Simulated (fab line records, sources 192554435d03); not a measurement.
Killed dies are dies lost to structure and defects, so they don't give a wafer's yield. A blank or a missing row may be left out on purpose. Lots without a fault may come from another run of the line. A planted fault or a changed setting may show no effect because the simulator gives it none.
Chamber matching | flow n5_finfet | N5_BEOL_M13_DEP_53 on pecvd-03: 3 sister chambers
The step deposits SiCN from 3MS/NH3, target thk 50 nm, time 17.8 s. 18 wafers are shown with their chamber, then 9 later ones without.

WAFERS WITH THEIR CHAMBER
wafer  | chamber | showerhead_plenum_p_Torr (Torr) | throttle_valve_pct (%)
L074.2 | 0       | 4.178                           | 19.3
L074.3 | 1       | 4.132                           | 18.4
L074.4 | 1       | 4.125                           | 18.3
L082.1 | 2       | 4.159                           | 18.1
L082.3 | 1       | 4.131                           | 18.3
L082.4 | 2       | 4.173                           | 17.5
L089.1 | 1       | 4.130                           | 18.5
L089.2 | 0       | 4.180                           | 19.6
L089.3 | 2       | 4.161                           | 18.0
L088.1 | 2       | 4.160                           | 18.1
L088.5 | 0       | 4.189                           | 19.7
L088.6 | 1       | 4.122                           | 18.5
L090.1 | 1       | 4.131                           | 18.3
L090.3 | 0       | 4.183                           | 19.6
L090.5 | 0       | 4.191                           | 19.7
L091.2 | 2       | 4.163                           | 18.1
L091.5 | 2       | 4.156                           | 17.9
L091.6 | 1       | 4.122                           | 18.1

SIGNATURES (means of the wafers above)
reading                  | chamber 0 | chamber 1 | chamber 2 | scatter within a chamber
showerhead_plenum_p_Torr | 4.18420   | 4.12757   | 4.16200   | 0.00527
throttle_valve_pct       | 19.580    | 18.343    | 17.950    | 0.183
Rule: a wafer's distance from a chamber is the root of the sum, over the readings, of the square of ((its reading less the chamber's mean) divided by the reading's scatter). The wafer belongs to the nearest chamber; if the next one is less than 2 further off, it can't be placed. The scatter: the root of (the sum of the squares of (reading less its chamber's mean) over the shown wafers, divided by (wafers less chambers)).

WAFERS WITHOUT THEIR CHAMBER
wafer  | showerhead_plenum_p_Torr (Torr) | throttle_valve_pct (%)
L092.1 | 4.162                           | 18.2
L092.2 | 4.120                           | 18.2
L092.4 | 4.162                           | 18.0
L095.1 | 4.152                           | 18.2
L095.2 | 4.185                           | 19.5
L095.3 | 4.169                           | 18.2
L095.4 | 4.190                           | 19.6
L095.5 | 4.175                           | 19.5
L095.6 | 4.169                           | 18.2

WHICH CHAMBER EACH WENT THROUGH
wafer  | from the rows above | in truth
L092.1 | 2                   | 2
L092.2 | 1                   | 1
L092.4 | 2                   | 2
L095.1 | 2                   | 2
L095.2 | 0                   | 0
L095.3 | 2                   | 2
L095.4 | 0                   | 0
L095.5 | 0                   | 0
L095.6 | 2                   | 2
Placed correctly: 9 of 9. Can't be placed from these rows: 0. Placed wrongly: 0.
